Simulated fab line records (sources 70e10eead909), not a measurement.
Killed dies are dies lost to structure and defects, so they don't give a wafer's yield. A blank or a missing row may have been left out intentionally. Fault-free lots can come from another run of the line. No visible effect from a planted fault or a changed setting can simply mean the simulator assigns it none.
Chamber matching    flow nand harc    3 sister chambers for NHARC_P_BONDPAD_DEP_00 on pecvd-03
The step deposits SiCN, target thk 250 nm. 3 wafers are shown with their chamber, then 7 later ones without.

== WAFERS PAIRED WITH THEIR CHAMBERS ==
wafer   chamber  showerhead vpp V (V)
L089.3  1        1371
L090.1  0        1294
L090.5  2        1332

== WAFERS WITH NO CHAMBER GIVEN ==
wafer   showerhead vpp V (V)
L090.6  1295
L091.3  1337
L091.4  1365
L091.6  1284
L092.1  1376
L092.3  1335
L092.6  1369

== WHICH CHAMBER EACH WENT THROUGH ==
wafer    from the rows above   in truth
L090.6   0                     0
L091.3   2                     2
L091.4   1                     1
L091.6   0                     0
L092.1   1                     1
L092.3   2                     2
L092.6   1                     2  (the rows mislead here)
Correct placement for 6 of the 7. From these rows, 0 cannot be placed. 1 placed wrongly.
How it was worked out, from the rows above alone: a wafer's distance from a chamber is the root of the sum, over the readings, of the square of ((its reading less the chamber's mean) divided by the reading's scatter). The wafer belongs to the nearest chamber; if the next one is less than 2 further off, it can't be placed. Each chamber's mean is taken over the wafers shown for it. The scatter: root of mean squared gap, hidden wafer to nearest shown wafer, with one shown wafer a chamber.
